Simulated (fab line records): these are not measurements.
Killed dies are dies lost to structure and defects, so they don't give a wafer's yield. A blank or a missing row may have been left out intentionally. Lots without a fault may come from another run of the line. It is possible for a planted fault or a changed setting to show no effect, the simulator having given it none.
Which tool was responsible? || flow n5 finfet || 30 wafers from 10 lots sampled at 2 of the route's 1938 steps

WHAT THE GAUGES READ, wafer by wafer
N5_SDB_OVL_MEAS_12.
{"lot": "L076", "measured": "day 4 07:29", "on": "overlay-02", "SDB_OVL (nm)": "-0.5 -0.1 -1.1"}
{"lot": "L078", "measured": "day 4 18:41", "on": "overlay-01", "SDB_OVL (nm)": "-0.1 0.5 0.2"}
{"lot": "L080", "measured": "day 5 07:52", "on": "overlay-02", "SDB_OVL (nm)": "1.2 0.7 1.4"}
{"lot": "L082", "measured": "day 5 18:46", "on": "overlay-01", "SDB_OVL (nm)": "-0.9 0.4 -0.5"}
{"lot": "L084", "measured": "day 6 05:51", "on": "overlay-01", "SDB_OVL (nm)": "-0.6 -0.9 -0.1"}
{"lot": "L086", "measured": "day 6 17:48", "on": "overlay-02", "SDB_OVL (nm)": "0.2 -0.2 -1.3"}
{"lot": "L088", "measured": "day 7 05:26", "on": "overlay-01", "SDB_OVL (nm)": "-0.5 -1.2 -0.3"}
{"lot": "L091", "measured": "day 8 01:16", "on": "overlay-02", "SDB_OVL (nm)": "-1.4 0.7 0.2"}
{"lot": "L094", "measured": "day 8 23:35", "on": "overlay-01", "SDB_OVL (nm)": "-0.4 -0.4 0.3"}
{"lot": "L096", "measured": "day 9 17:16", "on": "overlay-02", "SDB_OVL (nm)": "0.1 1.3 -0.3"}

WHICH TOOL RAN EACH LOT (tool, then ch and the chambers of the sampled wafers, then the start)
{"lot": "L076", "N5_SD_EPI_N_ETCH_45": "rie diel-04 ch 0,2,3, day 3 14:32"}
{"lot": "L078", "N5_SD_EPI_N_ETCH_45": "rie diel-01 ch 0,1,2, day 4 01:53"}
{"lot": "L080", "N5_SD_EPI_N_ETCH_45": "rie diel-01 ch 1,2,3, day 4 15:25"}
{"lot": "L082", "N5_SD_EPI_N_ETCH_45": "rie diel-01 ch 0,1,2, day 5 01:52"}
{"lot": "L084", "N5_SD_EPI_N_ETCH_45": "rie diel-05 ch 0,1,2, day 5 12:52"}
{"lot": "L086", "N5_SD_EPI_N_ETCH_45": "rie diel-05 ch 0,1,3, day 6 01:30"}
{"lot": "L088", "N5_SD_EPI_N_ETCH_45": "rie diel-04 ch 0,1,2, day 6 13:05"}
{"lot": "L091", "N5_SD_EPI_N_ETCH_45": "rie diel-01 ch 0,2,3, day 7 06:24"}
{"lot": "L094", "N5_SD_EPI_N_ETCH_45": "rie diel-05 ch 0,2,3, day 8 06:26"}
{"lot": "L096", "N5_SD_EPI_N_ETCH_45": "rie diel-01 ch 0,1,2, day 8 17:07"}
- N5_SD_EPI_N_ETCH_45: etches SiOCN in CH3F/O2, target depth 6 nm.

THE ANSWER, worked out from the rows above alone
Rule: what is usual is taken from the lots themselves. The widest of any qualifying gaps counts: lots, ordered by their means at a reading, are off when they make up no more than a third of the lots, leave a main group of 4 or more, and stand apart from it by 3 or more times the standard deviation of that group's means. The tables above print the reading to a certain number of digits; a main group whose means all agree to those digits is not used. A lot without any number at a reading at which 4 lots or more have one is off too. The other lots that the step has rows for count as sound.
Nothing can be told from this: no lot is off at any reading shown.

WHAT THE SIMULATOR HAD INSERTED
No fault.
